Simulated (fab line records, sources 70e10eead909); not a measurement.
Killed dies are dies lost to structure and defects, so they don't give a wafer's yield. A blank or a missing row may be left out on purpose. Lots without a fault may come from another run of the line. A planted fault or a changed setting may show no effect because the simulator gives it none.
A struck lot beside a sound one | flow nand_harc | 17 steps out of a route of 1302
Sound: wafers L811.1, L811.4, L811.6. Struck: wafers L823.1, L823.5, L823.6. The cause comes at the end.
At each step with rows: each side's tool, then ch and its chambers, then its first start. Under that, the readings that differ: sound wafers | struck wafers | difference of the means | sigmas: that difference in standard deviations of wafers without a fault.
alike: readings whose means differ by less than 2 such deviations, and words and numbers that are the same on both sides. not compared: withheld readings, readings that some wafer has no value for, bounds like >300 that may hide the same value, and numbers for which the record gives no deviation and whose values overlap.
The two part at a step that has a row with sigmas, a row that says differs or no value, or rows on one side only. Numbers that don't overlap but have no deviation are shown without sigmas and don't part them. A reading that every wafer of one side lacks parts them only if that side has two wafers or more.

NHARC_P_ZERO_WELL_CD_MEAS_24: target cd 720 nm.
  sound on cd_sem-03 ch 0, day 2 08:31; struck on cd_sem-02 ch 0, day 7 08:27
  alike: cd_nm
then, 1 step without rows for these wafers: NHARC_P_ZERO_WELL_HARDBAKE_25 (time 80 s).
NHARC_P_ZERO_WELL_DESCUM_26: chemistry O2, time 3 s.
  sound on rie_diel-03 ch 1,2,3, day 2 08:41; struck on rie_diel-07 ch 0,1,2, day 7 08:38
  alike: drypump_motor_current_A, oes_product_au, rf_vpp_V, showerhead_plenum_p_Torr, throttle_valve_pct
  not compared: rf_hours_counter_h
then, 9 steps without rows for these wafers: NHARC_P_ZERO_WELL_IMPLANT_27; NHARC_P_ZERO_WELL_IMPLANT_57; NHARC_P_ZERO_WELL_IMPLANT_58; NHARC_P_ZERO_WELL_STRIP_28 (strips in SPM, time 840 s); NHARC_P_ZERO_WELL_DEHYDRATE_29 (time 120 s); NHARC_P_ZERO_WELL_HMDS_30 (time 30 s); NHARC_P_ZERO_WELL_COAT_31; NHARC_P_ZERO_WELL_SOFTBAKE_32 (time 95 s); NHARC_P_ZERO_WELL_EBR_33.
NHARC_P_ZERO_WELL_EXPOSE_34: exposes mask P PWELL, target cd 720 nm.
  sound on krf_scanner-04 ch 0, day 2 09:52; struck on krf_scanner-04 ch 0, day 7 09:49
  reading | sound                         | struck                                 | difference | sigmas
  mask    | P_PWELL#0 P_PWELL#0 P_PWELL#0 | P_PWELL_R1#0 P_PWELL_R1#0 P_PWELL_R1#0 | differs    |
then, 2 steps without rows for these wafers: NHARC_P_ZERO_WELL_PEB_35 (peb time 85 s); NHARC_P_ZERO_WELL_DEVELOP_36 (time 70 s).
NHARC_P_ZERO_WELL_CD_MEAS_37: target cd 720 nm.
  sound on cd_sem-03 ch 0, day 2 10:02; struck on cd_sem-01 ch 0, day 7 09:58
  reading    | sound             | struck            | difference | sigmas
  cd_nm (nm) | 721.2 724.5 721.4 | 793.4 791.6 792.1 | +70.0      | +39
then, 1 step without rows for these wafers: NHARC_P_ZERO_WELL_HARDBAKE_38 (time 80 s).

WHERE THEY PART
First at NHARC_P_ZERO_WELL_EXPOSE_34; last, within this record, at NHARC_P_ZERO_WELL_CD_MEAS_37.

WHY: what the simulator had put in
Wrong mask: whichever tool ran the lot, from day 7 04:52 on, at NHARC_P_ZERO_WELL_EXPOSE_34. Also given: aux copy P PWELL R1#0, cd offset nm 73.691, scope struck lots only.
